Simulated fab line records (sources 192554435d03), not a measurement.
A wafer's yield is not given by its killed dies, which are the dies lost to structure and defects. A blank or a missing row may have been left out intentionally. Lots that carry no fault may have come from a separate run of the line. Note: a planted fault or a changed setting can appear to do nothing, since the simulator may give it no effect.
Chamber matching    flow n5Finfet    N5_GATE_CUT_CMP_02 on cmp-03: 4 sister chambers
The step polishes, stops on SiO2, t overpolish 12.7 s, target thk 0 nm. 14 wafers are shown with their chamber, then 7 later ones without.

WAFERS PAIRED WITH THEIR CHAMBERS
wafer   chamber  motorCurrentA (A)  edgeZonePressureFrac  overpolishRunS (s)
L470.2  0        10.1               1.009                 12.692
L470.3  2        8.0                0.999                 12.690
L470.6  1        8.9                1.006                 12.701
L473.2  3        7.6                0.999                 12.687
L473.3  2        8.0                1.000                 12.716
L473.4  1        8.5                0.996                 12.690
L476.1  3        8.3                0.996                 12.710
L476.3  2        8.1                0.996                 12.685
L476.5  1        8.8                0.995                 12.704
L478.3  1        8.7                1.012                 12.705
L478.4  0        9.7                0.995                 12.686
L478.5  1        8.8                1.013                 12.677
L482.1  2        8.2                1.000                 12.694
L482.3  3        8.0                0.996                 12.708

SIGNATURES, as means of the wafers listed above
reading               chamber 0  chamber 1  chamber 2  chamber 3  scatter within a chamber
motorCurrentA         9.900      8.740      8.075      7.967      0.211
edgeZonePressureFrac  1.00200    1.00440    0.99875    0.99700    0.00639
overpolishRunS        12.68900   12.69540   12.69625   12.70167   0.0121
Rule: a wafer's distance from a chamber is the root of the sum, over the readings, of the square of ((its reading less the chamber's mean) divided by the reading's scatter). If the next closest chamber is less than 2 further off than the closest, the wafer can't be placed; otherwise it belongs to the closest. The scatter: the root of (the sum of the squares of (reading less its chamber's mean) over the shown wafers, divided by (wafers less chambers)).

WAFERS WITH NO CHAMBER GIVEN
wafer   motorCurrentA (A)  edgeZonePressureFrac  overpolishRunS (s)
L482.5  8.5                1.000                 12.678
L483.2  10.6               1.003                 12.710
L483.4  8.8                0.999                 12.700
L483.5  10.5               1.003                 12.691
L485.1  8.6                1.002                 12.716
L485.5  8.0                0.997                 12.709
L485.6  8.4                1.000                 12.710

THE CHAMBER EACH PASSED THROUGH
wafer   from the rows above           in truth
L482.5  can't be placed: 1 or 2 or 3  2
L483.2  0                             0
L483.4  1                             1
L483.5  0                             0
L485.1  can't be placed: 1 or 2 or 3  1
L485.5  can't be placed: 3 or 2       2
L485.6  can't be placed: 2 or 1 or 3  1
Correctly placed: 3 of 7. Not placeable from these rows: 4 (in 4, the candidates include the true chamber). Wrongly placed: 0.
